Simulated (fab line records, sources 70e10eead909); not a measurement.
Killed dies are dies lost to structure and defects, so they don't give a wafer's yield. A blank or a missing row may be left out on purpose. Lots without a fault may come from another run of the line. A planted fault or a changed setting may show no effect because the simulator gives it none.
Which tool did it? | flow nand_harc | 13 lots, 39 wafers sampled, at 5 steps of a route of 1302

WHAT THE GAUGES READ, wafer by wafer
NHARC_THIN_TSV_CD_MEAS_33: target cd 5000 nm. Usual: cd_nm 4999.8 nm, standard deviation 1.6.
lot  | measured     | on        | cd_nm (nm)           | flag
L832 | day 24 16:11 | cd_sem-01 | 5000.2 5000.2 4999.9 |
L831 | day 24 19:35 | cd_sem-02 | 5000.2 4997.3 4998.9 |
L835 | day 25 18:02 | cd_sem-01 | 5002.4 5002.6 5001.2 |
L837 | day 26 17:33 | cd_sem-02 | 5001.1 5000.9 5001.5 |
L841 | day 29 05:01 | cd_sem-01 | 4997.6 4997.7 4998.0 |
L839 | day 29 06:16 | cd_sem-01 | 5001.6 5001.2 5001.0 |
L840 | day 29 07:22 | cd_sem-03 | 4999.8 5000.3 4997.5 |
L844 | day 29 15:49 | cd_sem-01 | 4997.8 4996.9 4998.5 |
L845 | day 30 01:12 | cd_sem-02 | 4998.3 4997.0 4999.2 |
L843 | day 30 02:20 | cd_sem-01 | 4999.1 4998.4 4998.8 |
L851 | day 32 10:40 | cd_sem-01 | 5000.3 4999.5 4998.4 |
L852 | day 33 16:04 | cd_sem-02 | 5000.8 4999.9 4999.2 |
L854 | day 34 10:59 | cd_sem-02 | 4999.4 5002.0 5002.3 |

NHARC_END_SORT_01. Usual: killed_at_array 51, standard deviation 16; killed_at_other 0.6, standard deviation 0.88; killed_at_periphery 4.0, standard deviation 2.6; killed_dies 55, standard deviation 16; killed_open 3.5, standard deviation 1.9; killed_short 2.3, standard deviation 1.6.
lot  | measured     | on        | killed_at_array | killed_at_other | killed_at_periphery | killed_dies | killed_open | killed_short | flag
L831 | day 25 10:09 | prober-02 | 32 51 55        | 0 0 0           | 3 2 2               | 35 53 57    | 6 5 2       | 2 4 1        |
L835 | day 26 04:21 | prober-01 | 56 33 41        | 0 0 1           | 8 6 5               | 64 39 47    | 6 1 2       | 0 1 2        |
L839 | day 30 00:35 | prober-02 | 77 78 72        | 0 1 0           | 5 4 4               | 82 83 76    | 6 4 5       | 2 3 2        |
L844 | day 30 02:20 | prober-01 | 142 118 140     | 0 1 0           | 1 9 5               | 143 128 145 | 4 2 6       | 1 1 1        | OFF
L845 | day 30 11:19 | prober-01 | 121 156 130     | 0 0 0           | 4 3 1               | 125 159 131 | 3 3 1       | 2 0 4        | OFF
L843 | day 30 16:20 | prober-02 | 135 149 115     | 1 0 0           | 4 3 5               | 140 152 120 | 4 4 5       | 2 2 4        | OFF

WHICH TOOL RAN EACH LOT (tool, then ch and the chambers of the sampled wafers, then the start)
lot  | NHARC_A_CONTACT_ETCH_129             | NHARC_THIN_TSV_DEP_43           | NHARC_THIN_TSV_ETCH_44
L832 | har_cap_etch-01 ch 0,1, day 22 19:21 | pecvd-01 ch 0,2, day 24 09:31   | rie_diel-13 ch 0,2,3, day 24 10:37
L831 | har_cap_etch-03 ch 0, day 22 21:38   | pecvd-01 ch 0,1, day 24 12:59   | rie_diel-13 ch 0,3, day 24 14:01
L835 | har_cap_etch-03 ch 0, day 23 18:19   | pecvd-01 ch 1,2, day 25 11:21   | rie_diel-13 ch 2,3, day 25 12:25
L837 | har_cap_etch-01 ch 0,1, day 24 17:50 | pecvd-01 ch 0,2, day 26 11:10   | rie_diel-13 ch 0,1,3, day 26 12:08
L841 | har_cap_etch-02 ch 0,1, day 26 12:58 | pecvd-01 ch 0,1,2, day 28 22:16 | rie_diel-11 ch 0,1,2, day 28 23:20
L839 | har_cap_etch-01 ch 0,1, day 26 16:12 | pecvd-01 ch 1,2, day 28 23:31   | rie_diel-10 ch 1,2,3, day 29 00:40
L840 | har_cap_etch-02 ch 0,1, day 27 00:15 | pecvd-02 ch 0,1, day 29 00:40   | rie_diel-11 ch 1,2,3, day 29 01:44
L844 | har_cap_etch-02 ch 0,1, day 27 08:08 | pecvd-03 ch 0,1,2, day 29 09:04 | rie_diel-13 ch 0,3, day 29 10:08
L845 | har_cap_etch-02 ch 0,1, day 27 19:46 | pecvd-01 ch 0,1,2, day 29 18:26 | rie_diel-10 ch 0,1,3, day 29 19:34
L843 | har_cap_etch-02 ch 0,1, day 27 21:59 | pecvd-02 ch 1,2, day 29 19:43   | rie_diel-11 ch 1,2, day 29 20:41
L851 | har_cap_etch-02 ch 0,1, day 30 11:39 | pecvd-03 ch 0,2, day 32 03:53   | rie_diel-10 ch 2,3, day 32 04:59
L852 | har_cap_etch-01 ch 0,1, day 31 12:46 | pecvd-01 ch 0,1,2, day 33 09:16 | rie_diel-11 ch 0,1,2, day 33 10:21
L854 | har_cap_etch-03 ch 0,1, day 32 10:04 | pecvd-01 ch 0,1,2, day 34 04:31 | rie_diel-10 ch 0,2,3, day 34 05:29
- NHARC_A_CONTACT_ETCH_129: etches the open film in C4F8/O2/Ar, time 197 s, target depth 1918 nm.
- NHARC_THIN_TSV_DEP_43: deposits SiO2, target thk 1328.5 nm.
- NHARC_THIN_TSV_ETCH_44: etches the open film in CF4/O2, target depth 1594.2 nm, time 797.1 s.

WHAT THE TOOLS THEMSELVES READ (means of the sampled wafers that have a number; where no wafer has one, the mark that the record gives instead)
NHARC_THIN_TSV_DEP_43. Usual: throttle_valve_pct 15.7 %, standard deviation 0.36.
lot  | tool     | throttle_valve_pct (%) | flag
L832 | pecvd-01 | 16.0                   |
L831 | pecvd-01 | 15.8                   |
L835 | pecvd-01 | 15.6                   |
L837 | pecvd-01 | 16.2                   |
L841 | pecvd-01 | 16.0                   |
L839 | pecvd-01 | 15.7                   |
L840 | pecvd-02 | 15.6                   |
L844 | pecvd-03 | 15.9                   |
L845 | pecvd-01 | 15.5                   |
L843 | pecvd-02 | 15.9                   |
L851 | pecvd-03 | 15.8                   |
L852 | pecvd-01 | 15.6                   |
L854 | pecvd-01 | 15.7                   |

NHARC_THIN_TSV_ETCH_44. Usual: bias_w 799.7 W, standard deviation 2.4; drypump_motor_current_A 5.8 A, standard deviation 0.42; oes_product_au 1.002 a.u., standard deviation 0.0063; rf_vpp_V 794 V, standard deviation 4.3; showerhead_plenum_p_Torr 1.83 Torr, standard deviation 0.069; throttle_valve_pct 16.915 %, standard deviation 0.0089.
lot  | tool        | bias_w (W) | drypump_motor_current_A (A) | oes_product_au (a.u.) | rf_vpp_V (V) | showerhead_plenum_p_Torr (Torr) | throttle_valve_pct (%) | flag
L832 | rie_diel-13 | 798.5      | 5.9                         | 1.000                 | 795          | 1.83                            | 16.902                 |
L831 | rie_diel-13 | 800.0      | 6.0                         | 1.006                 | 799          | 1.91                            | 16.918                 |
L835 | rie_diel-13 | 800.5      | 5.9                         | 1.004                 | 791          | 1.79                            | 16.903                 |
L837 | rie_diel-13 | 799.8      | 5.9                         | 1.000                 | 797          | 1.89                            | 16.904                 |
L841 | rie_diel-11 | 799.9      | 6.1                         | 1.008                 | 794          | 1.83                            | 16.917                 |
L839 | rie_diel-10 | 799.9      | 5.7                         | 1.006                 | 792          | 1.79                            | 16.909                 |
L840 | rie_diel-11 | 800.0      | 5.5                         | 0.999                 | 792          | 1.81                            | 16.919                 |
L844 | rie_diel-13 | 801.2      | 6.0                         | 0.996                 | 799          | 1.91                            | 16.916                 |
L845 | rie_diel-10 | 802.4      | 5.9                         | 1.007                 | 791          | 1.78                            | 16.926                 |
L843 | rie_diel-11 | 796.2      | 6.0                         | 1.004                 | 792          | 1.80                            | 16.927                 |
L851 | rie_diel-10 | 800.0      | 5.9                         | 1.004                 | 791          | 1.79                            | 16.906                 |
L852 | rie_diel-11 | 800.4      | 6.1                         | 1.002                 | 794          | 1.83                            | 16.910                 |
L854 | rie_diel-10 | 797.0      | 5.8                         | 1.005                 | 793          | 1.79                            | 16.914                 |

THE ANSWER, worked out from the rows above alone
Rule: a lot is off if the mean of its wafers that have a number lies more than 3 standard deviations from the usual mean. A lot without any number at a reading at which 4 lots or more have one is off too. The other lots that the step has rows for count as sound. The gauges are gone through in route order, then the tools' own readings, and for those a lot's mean is taken as printed above. The first step at which some lot is off is used, and at that step the reading that is off furthest; a lot without a number counts as furthest.
Off: L844, L845, L843, at NHARC_END_SORT_01 (killed_at_array). Neither off nor sound, because the step has no rows for them: L832, L837, L841, L840, L851, L852, L854.
A tool fits if, at a process step before that reading, it ran every lot that is off, and no sound lot after the first of them. The gauges at NHARC_END_SORT_01 are tried like those tools. One fits: har_cap_etch-02 at NHARC_A_CONTACT_ETCH_129. It ran no sound lot before its first lot that is off in this sample, so the start can't be narrowed down.

WHAT THE SIMULATOR HAD PUT IN
Chamber particle source: har_cap_etch-02, from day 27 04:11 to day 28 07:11, at NHARC_A_CONTACT_ETCH_129. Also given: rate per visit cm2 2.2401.
Lots struck among those shown: L844, L845, L843. The rule above found the same.
